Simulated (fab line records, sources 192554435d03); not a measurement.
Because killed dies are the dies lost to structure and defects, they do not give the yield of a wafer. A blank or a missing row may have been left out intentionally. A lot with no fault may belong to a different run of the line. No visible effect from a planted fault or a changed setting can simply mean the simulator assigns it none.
Matching of chambers + flow n5-finfet + N5_BEOL_M8_STRIP_19 on rie-diel-04: 4 sister chambers
The step strips in O2. 20 wafers are shown with their chamber, then 10 later ones without.

EACH WAFER AND ITS CHAMBER
| wafer  | chamber | showerhead-plenum-p-Torr (Torr) | throttle-valve-pct (%) | oes-product-au (a.u.) |
|--------|---------|---------------------------------|------------------------|-----------------------|
| L075.2 | 3       | 2.05                            | 16.35                  | 0.87                  |
| L075.4 | 1       | 2.12                            | 16.59                  | 0.89                  |
| L075.5 | 1       | 2.12                            | 16.60                  | 0.88                  |
| L078.1 | 0       | 2.07                            | 16.44                  | 0.92                  |
| L078.3 | 3       | 2.05                            | 16.39                  | 0.87                  |
| L078.5 | 3       | 2.05                            | 16.35                  | 0.88                  |
| L079.1 | 1       | 2.12                            | 16.60                  | 0.88                  |
| L079.2 | 0       | 2.07                            | 16.43                  | 0.92                  |
| L079.6 | 2       | 1.99                            | 17.14                  | 0.71                  |
| L082.2 | 3       | 2.04                            | 16.35                  | 0.86                  |
| L082.3 | 0       | 2.07                            | 16.44                  | 0.92                  |
| L082.4 | 1       | 2.12                            | 16.62                  | 0.87                  |
| L095.2 | 0       | 2.06                            | 16.48                  | 0.89                  |
| L095.5 | 0       | 2.06                            | 16.47                  | 0.87                  |
| L095.6 | 3       | 2.04                            | 16.45                  | 0.82                  |
| L094.3 | 2       | 1.98                            | 17.22                  | 0.68                  |
| L094.4 | 0       | 2.06                            | 16.50                  | 0.87                  |
| L094.5 | 1       | 2.11                            | 16.66                  | 0.83                  |
| L085.2 | 0       | 2.06                            | 16.49                  | 0.88                  |
| L085.4 | 1       | 2.11                            | 16.67                  | 0.84                  |

SIGNATURES (means of the wafers above)
| reading                  | chamber 0 | chamber 1 | chamber 2 | chamber 3 | scatter within a chamber |
|--------------------------|-----------|-----------|-----------|-----------|--------------------------|
| showerhead-plenum-p-Torr | 2.0643    | 2.1167    | 1.9850    | 2.0460    | 0.00545                  |
| throttle-valve-pct       | 16.4643   | 16.6233   | 17.1800   | 16.3780   | 0.0364                   |
| oes-product-au           | 0.8957    | 0.8650    | 0.6950    | 0.8600    | 0.0237                   |
Rule: for each reading, subtract the chamber's mean from the wafer's reading, divide by that reading's scatter and square the result; add these up over the readings and take the root, which gives the wafer's distance from the chamber. The wafer belongs to the nearest chamber; if the next one is less than 2 further off, it can't be placed. The scatter: take each reading less its chamber's mean, square it, sum over the shown wafers, divide by the number of wafers less the number of chambers, and take the root.

WAFERS WHOSE CHAMBER IS MISSING
| wafer  | showerhead-plenum-p-Torr (Torr) | throttle-valve-pct (%) | oes-product-au (a.u.) |
|--------|---------------------------------|------------------------|-----------------------|
| L085.6 | 2.03                            | 16.40                  | 0.83                  |
| L090.1 | 2.06                            | 16.49                  | 0.87                  |
| L090.3 | 1.98                            | 17.24                  | 0.68                  |
| L090.6 | 2.03                            | 16.43                  | 0.83                  |
| L096.1 | 2.11                            | 16.71                  | 0.83                  |
| L096.4 | 2.06                            | 16.50                  | 0.86                  |
| L096.5 | 2.06                            | 16.50                  | 0.87                  |
| L086.3 | 2.05                            | 16.52                  | 0.84                  |
| L086.4 | 2.24                            | 16.78                  | 0.97                  |
| L086.5 | 2.10                            | 16.69                  | 0.82                  |

THE CHAMBER EACH PASSED THROUGH
| wafer  | from the rows above     | in truth                   |
|--------|-------------------------|----------------------------|
| L085.6 | 3                       | 3                          |
| L090.1 | 0                       | 0                          |
| L090.3 | 2                       | 2                          |
| L090.6 | 3                       | 3                          |
| L096.1 | 1                       | 1                          |
| L096.4 | 0                       | 0                          |
| L096.5 | 0                       | 0                          |
| L086.3 | can't be placed: 0 or 3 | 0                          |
| L086.4 | 1                       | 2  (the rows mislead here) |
| L086.5 | 1                       | 1                          |
Placed correctly: 8 of 10. Can't be placed from these rows: 1 (the true chamber is among the candidates in 1). Placed wrongly: 1.
